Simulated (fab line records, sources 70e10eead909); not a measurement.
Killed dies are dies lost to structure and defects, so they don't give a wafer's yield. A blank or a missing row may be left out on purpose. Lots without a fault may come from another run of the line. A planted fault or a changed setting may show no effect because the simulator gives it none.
Which tool did it? | flow nand_harc | 12 lots, 36 wafers sampled, at 4 steps of a route of 1302

WHAT THE GAUGES READ, wafer by wafer
NHARC_A_ONON_D2_THK_MEAS_18: measures by ellipsometry.
lot  | measured     | on            | thk_nm (nm)
L783 | day 12 19:10 | film_metro-01 | 993 992 993
L785 | day 13 20:36 | film_metro-02 | 1021 1023 1023
L789 | day 15 03:21 | film_metro-02 | 1001 1002 999
L790 | day 15 10:21 | film_metro-01 | 864 868 994
L792 | day 16 13:56 | film_metro-02 | 861 991 992
L798 | day 19 01:58 | film_metro-01 | 1004 1002 1004
L796 | day 19 12:34 | film_metro-01 | 995 993 994
L800 | day 20 00:32 | film_metro-01 | 988 988 987
L802 | day 21 17:51 | film_metro-01 | 990 990 990
L805 | day 21 23:01 | film_metro-01 | 1012 1011 1011
L804 | day 21 23:01 | film_metro-02 | 1001 1001 1000
L806 | day 22 12:55 | film_metro-02 | 989 991 992

WHICH TOOL RAN EACH LOT (tool, then ch and the chambers of the sampled wafers, then the start)
lot  | NHARC_A_CHANNEL_FILL_D1_ALD_14   | NHARC_A_DECK1_JOINT_ETCHBACK_00  | NHARC_A_ONON_D2_DEP_16
L783 | ald_hk-03 ch 0,2,3, day 9 03:11  | rie_si-04 ch 0,2,3, day 11 07:03 | pecvd_onon-01 ch 0, day 12 18:40
L785 | ald_hk-04 ch 0,2,3, day 10 06:40 | rie_si-01 ch 0,2,3, day 12 07:35 | pecvd_onon-04 ch 0, day 13 20:05
L789 | ald_hk-01 ch 0,1,3, day 11 15:43 | rie_si-06 ch 0,1, day 13 19:01   | pecvd_onon-03 ch 0, day 15 02:50
L790 | ald_hk-03 ch 2,3, day 11 22:20   | rie_si-06 ch 1,2, day 14 02:31   | pecvd_onon-04 ch 0, day 15 09:50
L792 | ald_hk-01 ch 0,2, day 12 18:45   | rie_si-01 ch 0,1,2, day 14 22:02 | pecvd_onon-04 ch 0, day 16 13:29
L798 | ald_hk-04 ch 1,2,3, day 15 08:40 | rie_si-04 ch 2,3, day 17 12:19   | pecvd_onon-04 ch 0, day 19 01:31
L796 | ald_hk-01 ch 1,2,3, day 15 16:43 | rie_si-06 ch 0,1,3, day 17 22:20 | pecvd_onon-04 ch 0, day 19 12:04
L800 | ald_hk-01 ch 0,1, day 16 04:27   | rie_si-01 ch 1,2, day 18 10:04   | pecvd_onon-04 ch 0, day 20 00:05
L802 | ald_hk-01 ch 1,2,3, day 17 23:37 | rie_si-01 ch 0,1,2, day 20 03:44 | pecvd_onon-01 ch 0, day 21 17:20
L805 | ald_hk-03 ch 0,1,2, day 18 07:04 | rie_si-06 ch 0,1,2, day 20 11:23 | pecvd_onon-01 ch 0, day 21 22:34
L804 | ald_hk-01 ch 0,3, day 18 07:05   | rie_si-01 ch 1,2,3, day 20 11:23 | pecvd_onon-03 ch 0, day 21 22:34
L806 | ald_hk-03 ch 2,3, day 18 16:33   | rie_si-06 ch 2,3, day 21 01:24   | pecvd_onon-04 ch 0, day 22 12:24
- NHARC_A_CHANNEL_FILL_D1_ALD_14: deposits SiO2, target thk 2.5 nm, pulse time 10 s, ald cycles 25.
- NHARC_A_DECK1_JOINT_ETCHBACK_00: etches the open film in HBr, target depth 30 nm, time 17.4 s.
- NHARC_A_ONON_D2_DEP_16: target thk 1000 nm.

WHAT THE TOOLS THEMSELVES READ (means of the sampled wafers that have a number; where no wafer has one, the mark that the record gives instead)
NHARC_A_CHANNEL_FILL_D1_ALD_14.
lot  | tool      | heater_power_outer_w (W) | heater_power_w (W) | precursor_pulse_height_rel
L783 | ald_hk-03 | 274                      | 485                | 1.009
L785 | ald_hk-04 | 269                      | 483                | 1.025
L789 | ald_hk-01 | 259                      | 478                | 0.993
L790 | ald_hk-03 | 305                      | 538                | 0.985
L792 | ald_hk-01 | 250                      | 453                | 0.993
L798 | ald_hk-04 | 260                      | 472                | 0.993
L796 | ald_hk-01 | 265                      | 472                | 0.998
L800 | ald_hk-01 | 233                      | 434                | 1.003
L802 | ald_hk-01 | 262                      | 469                | 1.018
L805 | ald_hk-03 | 284                      | 514                | 0.985
L804 | ald_hk-01 | 281                      | 492                | 0.991
L806 | ald_hk-03 | 304                      | 529                | 1.002

NHARC_A_DECK1_JOINT_ETCHBACK_00.
lot  | tool      | drypump_motor_current_A (A) | oes_product_au (a.u.) | throttle_valve_pct (%)
L783 | rie_si-04 | 5.5                         | 0.995                 | 23.260
L785 | rie_si-01 | 5.9                         | 0.997                 | 23.258
L789 | rie_si-06 | 5.2                         | 0.992                 | 23.259
L790 | rie_si-06 | 5.7                         | 0.993                 | 23.270
L792 | rie_si-01 | 6.2                         | 0.991                 | 23.270
L798 | rie_si-04 | 5.5                         | 1.005                 | 23.270
L796 | rie_si-06 | 5.7                         | 1.001                 | 23.259
L800 | rie_si-01 | 6.3                         | 0.994                 | 23.268
L802 | rie_si-01 | 6.2                         | 0.992                 | 23.273
L805 | rie_si-06 | 5.5                         | 1.000                 | 23.265
L804 | rie_si-01 | 5.8                         | 0.992                 | 23.258
L806 | rie_si-06 | 5.7                         | 1.001                 | 23.270

THE ANSWER, worked out from the rows above alone
Rule: what is usual is taken from the lots themselves. Put in order of their means at a reading, lots are off if they are a third of the lots or fewer, leave a main group of 4 or more, and stand apart from it by a gap of 3 or more times the standard deviation of the main group's means; of several such gaps the widest counts. A main group whose means are all the same, to the digits that the tables above print for the reading, isn't used. A lot without any number at a reading at which 4 lots or more have one is off too. The other lots that the step has rows for count as sound. The gauges are gone through in route order, then the tools' own readings, and for those a lot's mean is taken as printed above. The first step at which some lot is off is used, and at that step the reading that is off furthest; a lot without a number counts as furthest.
Off: L790, L792, at NHARC_A_ONON_D2_THK_MEAS_18 (thk_nm). The main group: mean 999 nm, standard deviation 10.
A tool fits if, at a process step before that reading, it ran every lot that is off, and no sound lot after the first of them. The gauges at NHARC_A_ONON_D2_THK_MEAS_18 are tried like those tools. None of those tried fits.

WHAT THE SIMULATOR HAD PUT IN
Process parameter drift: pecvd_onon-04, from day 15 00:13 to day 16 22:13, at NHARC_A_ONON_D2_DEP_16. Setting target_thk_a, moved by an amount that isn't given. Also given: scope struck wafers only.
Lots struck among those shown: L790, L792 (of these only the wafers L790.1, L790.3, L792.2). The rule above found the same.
